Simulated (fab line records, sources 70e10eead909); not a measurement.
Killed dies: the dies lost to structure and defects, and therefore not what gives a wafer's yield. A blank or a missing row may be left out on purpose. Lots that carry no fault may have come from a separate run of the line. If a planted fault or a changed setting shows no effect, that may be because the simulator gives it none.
fab line records ; flow nand_harc
record lots=13; wafers=36; last_day=24
route steps=1159 shown A_SLIT@779 A_WL_FILL@814 END@1159
lots untouched by any fault: they come from a run of this same line in which no faults occurred
start_h: the number of hours between the record's first day and the start of the first shown wafer of the lot ; wait_h: hours since the lot's step before ; " same as the row above ; L1.1+2: a single row standing in for several wafers ; - value missing, or start not given ; * or withheld: withheld ; < > ~ a bound
route shown NAME@n: names a module that has steps shown in the file, with the first one's number in the route ; usual: average and standard deviation across the fault-free wafers ; same: alike in all rows ; chamber/n: place in a boat ; sites: each site's reading ; _std_site: standard deviation across them ; _edge_site: outer sites' mean less inner sites' ; radius_mm: for every site, how far away it sits from the centre of the wafer ; mask NAME#n: copy n ; behind: the tool/chamber that last shaped the wafer ; hold: the reason the lot was held/the length of the hold in hours/how it ended ; device: which transistor (n, p or np) failed to switch ; end of line: tests run on the same wafers once the route is complete ; where a step has no rows: the recipe by itself ; killed: the dies lost at the first sort to structure and to defects; this is not the yield of the wafer ; map: dies across one wafer; x = killed, . = not, _ = none there
set.NAME: setting as actually run; set.NAME@STEP: the setting as run at that earlier step ; model.NAME: the simulator's own value behind a step, which no gauge read
the route's steps for a sample of lots (tables are steps, rows are wafers)
services: from which hour (start_h, from the record's first day; less than 0 if before it) a tool's chamber was out of use, for how many hours, and why
## steps
# step NHARC_A_SLIT_DEP_25
# recipe target_thk_a=2000; temp_c=400; pressure_torr=6.5; rf_w=900; teos_flow_sccm=161.4; flow_sccm=2650; target_thk_nm=200; gas=O2; material=SiO2
# usual heater_power_w=517/58; susceptor_temp_C=400.04/0.26; throttle_valve_pct=15.9/0.59
lot.wafer;tool;chamber;start_h;wait_h;heater_power_w;since_wet_clean_h;susceptor_temp_C;throttle_valve_pct
L306.1;pecvd-04;0;321.46;0.1;450;113;400.25;16.2
L306.2;pecvd-04;2;321.46;0.1;521;113;399.54;16.9
L306.4;pecvd-04;2;321.46;0.1;557;-;399.74;17.2
L309.4;pecvd-02;2;327.31;0.2;502;-;399.81;16.3
L309.5;pecvd-02;0;327.31;0.2;443;-;399.86;16.1
L309.6;pecvd-02;1;327.31;0.2;556;-;400.02;16.1
L310.2;pecvd-02;1;333.99;0.1;515;168;400.11;16.9
L310.6;pecvd-02;0;333.99;0.1;533;-;400.05;16.0
L310.4;pecvd-02;1;333.99;0.1;527;-;400.27;16.4
L308.1;pecvd-01;0;334.33;0.3;644;84;400.35;14.8
L308.4;pecvd-01;1;334.33;0.3;599;-;399.76;16.1
L308.6;pecvd-01;1;334.33;0.3;605;-;399.51;16.4
L314.1;pecvd-02;0;361.44;0.1;550;14;399.80;15.7
L314.5;pecvd-02;0;361.44;0.1;558;-;399.97;15.7
L314.6;pecvd-02;2;361.44;0.1;493;-;400.10;15.9
L317.2;pecvd-01;1;376.26;0.1;541;126;400.53;16.2
L317.4;pecvd-01;1;376.26;0.1;564;-;400.44;16.3
L319.2;pecvd-04;1;389.99;0.1;590;1;400.01;15.8
L319.5;pecvd-04;0;389.99;0.1;477;-;399.66;15.7
L322.2;pecvd-02;2;407.77;0.1;473;61;399.97;16.1
L322.5;pecvd-02;2;407.77;0.1;485;-;400.26;15.8
L325.3;pecvd-02;2;423.24;0.1;456;76;400.03;15.7
L325.6;pecvd-02;0;423.24;0.1;548;-;400.02;15.7
L325.5;pecvd-02;1;423.24;0.1;544;-;400.18;16.1
L323.3;pecvd-04;2;423.46;0.2;542;34;400.13;17.3
L323.5;pecvd-04;0;423.46;0.2;471;-;399.78;15.9
L323.4;pecvd-04;1;423.46;0.2;554;-;399.77;15.6
L324.3;pecvd-02;0;423.47;0.2;432;76;400.36;16.0
L324.6;pecvd-02;1;423.47;0.2;534;-;400.34;15.8
L324.4;pecvd-02;2;423.47;0.2;468;-;399.49;16.0
L328.3;pecvd-02;2;442.03;0.1;485;95;399.89;15.9
L328.4;pecvd-02;0;442.03;0.1;519;-;400.39;16.0
L328.5;pecvd-02;1;442.03;0.1;467;-;399.70;16.1
L329.3;pecvd-02;0;454.74;0.1;427;108;399.97;15.8
L329.6;pecvd-02;2;454.74;0.1;506;-;400.14;15.8
L329.5;pecvd-02;0;454.74;0.1;465;-;400.18;16.1
# step NHARC_A_SLIT_ETCH_24
# recipe target_depth_a=1210; time_s=60.5; cf4_flow_sccm=100; chf3_flow_sccm=30; ar_flow_sccm=0; rf_w=500; bias_w=200; chemistry=CF4/CHF3
# usual drypump_motor_current_A=5.7/0.49; oes_product_au=0.961/0.02; rf_vpp_V=370.2/2; showerhead_plenum_p_Torr=1.56/0.049; throttle_valve_pct=16.802/0.0083
lot.wafer;tool;chamber;start_h;wait_h;drypump_motor_current_A;oes_product_au;rf_hours_counter_h;rf_vpp_V;showerhead_plenum_p_Torr;throttle_valve_pct
L306.4;rie_diel-01;3;325.40;0.1;5.6;0.954;0;369.4;1.53;16.800
L306.2;rie_diel-01;0;325.40;0.1;5.2;0.981;0;372.0;1.60;16.804
L306.1;rie_diel-01;2;325.40;0.1;6.6;0.949;0;370.1;1.57;16.810
L309.4;rie_diel-01;3;330.48;0.1;5.5;0.962;0;368.8;1.53;16.799
L309.5;rie_diel-01;3;330.48;0.1;5.6;0.962;-;369.0;1.53;16.798
L309.6;rie_diel-01;0;330.48;0.1;5.2;0.973;-;370.8;1.60;16.811
L310.2;rie_diel-10;0;337.05;0.1;5.4;0.939;11;369.8;1.56;16.799
L310.4;rie_diel-10;1;337.05;0.1;5.2;0.944;9;375.1;1.67;16.809
L310.6;rie_diel-10;0;337.05;0.1;5.4;0.921;-;370.9;1.56;16.795
L308.1;rie_diel-10;0;339.24;0.1;5.4;0.926;11;371.1;1.56;16.810
L308.4;rie_diel-10;2;339.24;0.1;5.8;0.926;11;370.1;1.59;16.793
L308.6;rie_diel-10;3;339.24;0.1;6.3;0.927;-;371.0;1.57;16.799
L314.1;rie_diel-01;1;368.67;0.1;5.6;0.968;3;367.7;1.51;16.795
L314.6;rie_diel-01;1;368.67;0.1;5.5;0.967;-;368.2;1.51;16.789
L314.5;rie_diel-01;2;368.67;0.1;6.6;0.976;-;369.9;1.57;16.813
L317.4;rie_diel-10;0;381.90;0.1;5.4;0.971;1;370.9;1.56;16.807
L317.2;rie_diel-10;1;381.90;0.1;5.1;0.984;1;374.4;1.67;16.790
L319.2;rie_diel-10;0;393.28;0.1;5.4;0.963;2;370.0;1.56;16.808
L319.5;rie_diel-10;3;393.28;0.1;6.3;0.952;-;370.8;1.57;16.797
L322.2;rie_diel-01;1;411.20;0.1;5.5;0.971;7;368.5;1.51;16.785
L322.5;rie_diel-01;0;411.20;0.1;5.1;0.963;-;372.2;1.60;16.809
L325.3;rie_diel-03;3;427.30;0.1;5.7;0.944;1;368.8;1.53;16.822
L325.6;rie_diel-03;2;427.30;0.1;5.0;0.918;-;366.6;1.47;16.797
L325.5;rie_diel-03;3;427.30;0.1;5.7;0.949;-;369.7;1.53;16.799
L323.3;rie_diel-10;3;428.29;0.1;6.3;0.976;4;371.6;1.57;16.815
L323.4;rie_diel-10;1;428.29;0.1;5.2;0.961;4;373.5;1.67;16.795
L323.5;rie_diel-10;0;428.29;0.1;5.4;0.975;-;369.6;1.56;16.802
L324.4;rie_diel-01;3;429.30;0.1;5.5;0.958;8;366.8;1.53;16.799
L324.3;rie_diel-01;0;429.30;0.1;5.2;0.958;8;370.6;1.60;16.806
L324.6;rie_diel-01;0;429.30;0.1;5.2;0.967;-;372.3;1.60;16.788
L328.4;rie_diel-03;2;446.06;0.1;5.0;0.943;4;367.3;1.47;16.819
L328.3;rie_diel-03;0;446.06;0.1;5.3;0.969;3;371.2;1.59;16.788
L328.5;rie_diel-03;2;446.06;0.1;5.0;0.946;-;367.6;1.47;16.802
L329.3;rie_diel-01;3;457.84;0.1;5.5;0.991;11;371.3;1.53;16.802
L329.6;rie_diel-01;2;457.84;0.1;6.6;0.953;-;370.5;1.57;16.802
L329.5;rie_diel-01;3;457.84;0.1;5.6;0.977;-;368.2;1.53;16.816
# step NHARC_A_SLIT_ETCH_17
# recipe bias_v=900; source_w=withheld; pressure_mtorr=20; ar_flow_sccm=375; c4f8_flow_sccm=83.3; o2_flow_sccm=41.7; time_s=1687.5; target_depth_a=1.01e+05; chemistry=C4F8/O2/Ar
# usual drypump_motor_current_A=5.6/0.37; o2_flow_sccm=41.70/0.12; showerhead_plenum_p_Torr=3.60/0.11; throttle_valve_pct=32.045/0.0093
lot.wafer;tool;chamber;start_h;wait_h;drypump_motor_current_A;o2_flow_sccm;rf_hours_counter_h;showerhead_plenum_p_Torr;throttle_valve_pct
L306.1;har_etch-01;1;327.82;-;5.4;41.67;6;3.55;32.036
L306.2;har_etch-01;0;327.82;-;5.6;41.66;6;3.59;32.041
L306.4;har_etch-01;1;327.82;-;5.5;41.70;-;3.55;32.037
L309.4;har_etch-02;0;331.91;-;6.2;41.52;-;3.52;32.028
L309.6;har_etch-02;1;331.91;-;5.1;41.84;-;3.84;32.066
L309.5;har_etch-02;0;331.91;-;6.2;41.67;-;3.52;32.039
L310.2;har_etch-01;1;337.73;-;5.4;41.91;7;3.55;32.033
L310.4;har_etch-01;0;337.73;-;5.6;41.70;-;3.59;32.048
L310.6;har_etch-01;0;337.73;-;5.6;41.60;-;3.59;32.051
L308.1;har_etch-01;1;340.17;-;5.5;41.66;9;3.55;32.025
L308.4;har_etch-01;0;340.17;-;5.6;41.67;-;3.59;32.041
L308.6;har_etch-01;1;340.17;-;5.5;41.73;-;3.55;32.044
L314.1;har_etch-01;0;369.60;-;5.6;41.67;17;3.59;32.043
L314.5;har_etch-01;1;369.60;-;5.5;41.48;-;3.54;32.050
L314.6;har_etch-01;0;369.60;-;5.6;41.79;-;3.59;32.056
L317.2;har_etch-01;1;384.74;-;5.4;41.88;26;3.54;32.049
L317.4;har_etch-01;0;384.74;-;5.6;41.61;-;3.58;32.057
L319.2;har_etch-02;0;393.96;-;6.2;41.86;215;3.50;32.061
L319.5;har_etch-02;0;393.96;-;6.2;41.78;-;3.50;32.064
L322.2;har_etch-01;0;412.12;-;5.6;41.75;39;3.57;32.039
L322.5;har_etch-01;0;413.13;-;5.6;41.78;-;3.57;32.016
L325.3;har_etch-02;0;428.47;-;6.2;41.71;-;3.49;32.036
L325.6;har_etch-02;0;428.47;-;6.2;41.71;-;3.49;32.048
L325.5;har_etch-02;1;428.47;-;5.0;41.85;-;3.81;32.057
L323.4;har_etch-01;0;429.48;-;5.6;41.57;-;3.57;32.042
L323.3;har_etch-01;1;429.48;-;5.5;41.63;-;3.53;32.051
L323.5;har_etch-01;0;429.48;-;5.6;41.62;-;3.57;32.045
L324.4;har_etch-02;0;430.47;-;6.2;41.74;-;3.49;32.040
L324.3;har_etch-02;1;430.47;-;5.0;41.93;-;3.81;32.046
L324.6;har_etch-02;0;430.47;-;6.2;41.78;-;3.49;32.034
L328.4;har_etch-02;1;451.04;-;5.0;41.56;-;3.81;32.038
L328.3;har_etch-02;0;451.04;-;6.2;41.58;-;3.49;32.052
L328.5;har_etch-02;0;451.04;-;6.2;41.70;-;3.49;32.028
L329.3;har_etch-01;1;459.26;-;5.5;41.79;-;3.52;32.037
L329.6;har_etch-01;0;459.26;-;5.6;41.52;-;3.56;32.054
L329.5;har_etch-01;1;459.26;-;5.5;41.82;-;3.52;32.046
# step NHARC_A_WL_FILL_ETCHBACK_04
# recipe target_depth_a=600; time_s=120; chemistry=NF3
# usual drypump_motor_current_A=5.62/0.23; oes_product_au=1.000/0.0077; run_length_s=141.05/0.26
lot.wafer;tool;chamber;start_h;wait_h;drypump_motor_current_A;oes_product_au;rf_hours_counter_h;run_length_s
L306.2;rie_metal-01;1;343.22;2.3;5.86;1.006;0.0;141.12
L306.1;rie_metal-01;0;343.22;2.3;5.30;1.005;0.0;141.04
L306.4;rie_metal-01;1;343.22;2.3;5.90;1.005;-;141.02
L309.4;rie_metal-01;1;346.09;2.0;5.91;1.003;-;141.06
L309.6;rie_metal-01;1;346.09;2.0;5.83;1.004;-;141.45
L309.5;rie_metal-01;0;346.09;2.0;5.30;1.007;-;140.65
L310.2;rie_metal-02;0;353.59;2.8;5.51;0.987;3.5;141.17
L310.4;rie_metal-02;0;353.59;2.8;5.51;0.980;-;141.36
L310.6;rie_metal-02;1;353.59;2.8;5.44;0.999;-;141.23
L308.1;rie_metal-01;1;355.10;2.8;5.90;0.992;0.9;140.94
L308.4;rie_metal-01;1;355.10;2.8;5.89;1.003;-;141.17
L308.6;rie_metal-01;0;355.10;2.8;5.30;1.008;-;140.66
L314.1;rie_metal-01;1;386.47;2.9;5.86;1.007;1.7;140.96
L314.6;rie_metal-01;0;386.47;2.9;5.30;0.996;-;140.69
L314.5;rie_metal-01;1;386.47;2.9;5.81;0.991;-;141.40
L317.2;rie_metal-01;0;399.84;2.8;5.29;0.999;2.2;141.05
L317.4;rie_metal-01;1;399.84;2.8;5.86;0.997;-;63.57
L319.2;rie_metal-01;0;412.28;2.4;5.30;1.006;2.5;140.68
L319.5;rie_metal-01;1;412.28;2.4;5.87;1.010;-;63.54
L322.2;rie_metal-01;0;426.90;2.4;5.31;0.995;-;140.92
L322.5;rie_metal-01;0;426.90;2.4;5.30;1.002;-;63.07
L325.3;rie_metal-03;0;441.75;1.5;5.73;0.994;-;140.81
L325.6;rie_metal-03;0;441.75;1.5;5.75;0.996;-;140.59
L325.5;rie_metal-03;1;441.75;1.5;5.94;1.000;-;140.95
L323.3;rie_metal-02;0;444.57;2.0;5.49;1.001;-;141.66
L323.4;rie_metal-02;1;444.57;2.0;5.39;1.013;-;141.12
L323.5;rie_metal-02;1;444.57;2.0;5.39;1.019;-;141.41
L324.3;rie_metal-03;0;445.76;2.0;5.71;0.990;-;140.69
L324.4;rie_metal-03;1;445.76;2.0;5.93;0.998;-;141.02
L324.6;rie_metal-03;1;445.76;2.0;5.91;1.000;-;141.46
L328.3;rie_metal-02;1;471.64;1.6;5.42;0.993;-;141.06
L328.4;rie_metal-02;1;471.64;1.6;5.44;1.000;-;141.42
L328.5;rie_metal-02;1;471.64;1.6;5.41;0.994;-;140.99
L329.3;rie_metal-03;1;474.44;2.0;5.92;0.985;-;141.32
L329.5;rie_metal-03;0;474.44;2.0;5.73;0.992;-;140.61
L329.6;rie_metal-03;1;474.44;2.0;5.90;0.986;-;141.11
# step NHARC_END_SORT_01
# recipe temp_c=25
# usual killed_at_array=26/11; killed_at_other=0.6/1; killed_at_periphery=3.1/2.1; killed_dies=30/11; killed_open=3.4/1.8; killed_short=2.1/1.5
# same gross_dies=677
lot.wafer;tool;chamber;start_h;wait_h;killed_at_array;killed_at_other;killed_at_periphery;killed_dies;killed_open;killed_short
L317.2;prober-02;0;495.37;2.8;31;2;2;35;2;4
L317.4;prober-02;0;496.97;3.4;671;0;6;677;3;2
L319.2;prober-01;0;510.87;2.8;34;0;1;35;4;0
L319.5;prober-01;0;513.28;3.7;675;0;2;677;2;3
L322.2;prober-02;0;528.25;2.8;26;2;0;28;3;2
L322.5;prober-02;0;530.65;3.7;673;0;4;677;4;2
# killed by level:class
L317.2 A_CONTACT:chamber_film_flake=15 A_CHANNEL_HOLE_D1:chamber_film_flake=6 A_CHANNEL_HOLE_D1:geometric_particle:open=2 A_CHANNEL_FILL_D1:geometric_particle:short=2 A_STAIRCASE:chamber_film_flake=2 A_SGD_CUT:geometric_particle:short=1 P_GATE:chamber_film_flake=1 P_CONTACT:chamber_film_flake=1
L317.4 A_WL_FILL:area_etchback=652 A_CONTACT:chamber_film_flake=9 A_CHANNEL_HOLE_D1:chamber_film_flake=3 P_GATE:chamber_film_flake=2 P_CONTACT:chamber_film_flake=2 A_WL_FILL:chamber_film_flake=2 P_GATE:geometric_particle:open=1 A_CHANNEL_FILL_D1:chamber_film_flake=1
L319.2 A_SLIT:chamber_film_flake=12 A_CHANNEL_HOLE_D1:chamber_film_flake=11 A_M1:chamber_film_flake=4 A_ZERO_WELL:chamber_film_flake=2 P_M0:geometric_particle:open=1 A_STAIRCASE:geometric_particle:open=1 A_WL_FILL:geometric_particle:open=1 A_CONTACT:geometric_particle:open=1
L319.5 A_WL_FILL:area_etchback=625 A_CHANNEL_HOLE_D1:chamber_film_flake=19 A_SLIT:chamber_film_flake=17 A_ZERO_WELL:chamber_film_flake=4 A_M1:chamber_film_flake=4 A_CHANNEL_FILL_D1:chamber_film_flake=3 P_CONTACT:geometric_particle:short=1 P_M0:geometric_particle:open=1
L322.2 A_CHANNEL_HOLE_D1:chamber_film_flake=14 A_STAIRCASE:chamber_film_flake=5 A_CONTACT:chamber_film_flake=2 THIN_TSV:chamber_film_flake=2 A_ONON_D1:geometric_particle:short=1 A_CHANNEL_HOLE_D1:geometric_particle:open=1 A_CHANNEL_FILL_D1:geometric_particle:open=1 A_CONTACT:geometric_particle:short=1
L322.5 A_WL_FILL:area_etchback=645 A_CHANNEL_HOLE_D1:chamber_film_flake=17 A_CONTACT:chamber_film_flake=6 P_CONTACT:geometric_particle:open=2 A_CHANNEL_FILL_D1:chamber_film_flake=2 P_CONTACT:geometric_particle:short=1 P_M0:geometric_particle:open=1 A_ONON_D1:geometric_particle:open=1
## services
tool;chamber;start_h;hours;kind
rie_diel-01;0;304.14;4.4;repair
har_etch-01;-;305.00;17.0;pm
rie_diel-10;1;308.08;15.5;repair
rie_diel-01;-;314.80;9.0;pm
rie_diel-10;-;329.36;0.2;repair
pecvd-02;-;330.81;2.6;repair
rie_metal-01;-;332.00;9.0;pm
pecvd-02;-;334.15;13.0;pm
rie_metal-03;-;344.99;1.6;repair
rie_diel-10;-;353.50;9.0;pm
rie_metal-03;0;363.74;4.6;repair
rie_diel-10;1;370.58;2.2;repair
rie_diel-10;2;371.28;6.9;repair
pecvd-04;-;371.89;0.5;repair
pecvd-04;-;376.11;13.0;pm
rie_diel-01;3;382.26;3.8;repair
rie_metal-02;-;388.00;9.0;pm
rie_diel-01;0;395.84;10.0;repair
rie_diel-01;-;399.08;0.2;repair
rie_metal-01;1;422.97;19.5;repair
rie_metal-03;-;437.05;0.6;repair
rie_metal-03;-;453.00;9.0;pm
rie_metal-02;0;456.99;16.7;repair
pecvd-02;-;462.81;3.0;repair
## key
first_sign step=NHARC_A_WL_FILL_ETCHBACK_04; reading=run_length_s; direction=down; sigmas=99+; usual=*; struck=*
effect step=NHARC_END_SORT_01; reading=killed_dies; direction=up; sigmas=59; usual=30; struck=677
more_kills_born_at NHARC_A_WL_FILL_ETCHBACK_04@rie_metal-01=1922
met_at NHARC_A_WL_FILL_ETCHBACK_04
struck_lots L317,L319,L322
struck_wafers L317.4,L319.5,L322.5
later_rows_left_out L317.4,L319.5,L322.5
tester_left_out L317,L319,L322
not_acting_at NHARC_A_SLIT_DEP_25,NHARC_A_SLIT_ETCH_24,NHARC_A_SLIT_ETCH_17
onset_between 386.47 399.84
fault kind=process_parameter_drift; tool=rie_metal-01; chamber=-; onset_h=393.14; steps=NHARC_A_WL_FILL_ETCHBACK_04; channel=time_s; offset=*; shape=step; end_h=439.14; scope=struck_wafers_only; acts_in=*; stated=*
# tester_left_out: of these lots the tester's yield and bins aren't shown, on N5 and GAA mostly nor the transistor test; their killed dies are dies lost to structure and defects alone, not to doping, threshold or leakage, so they don't give the yield
# later_rows_left_out: the simulator's readings of these wafers behind a module that went badly wrong aren't trusted and aren't shown, but for the sort
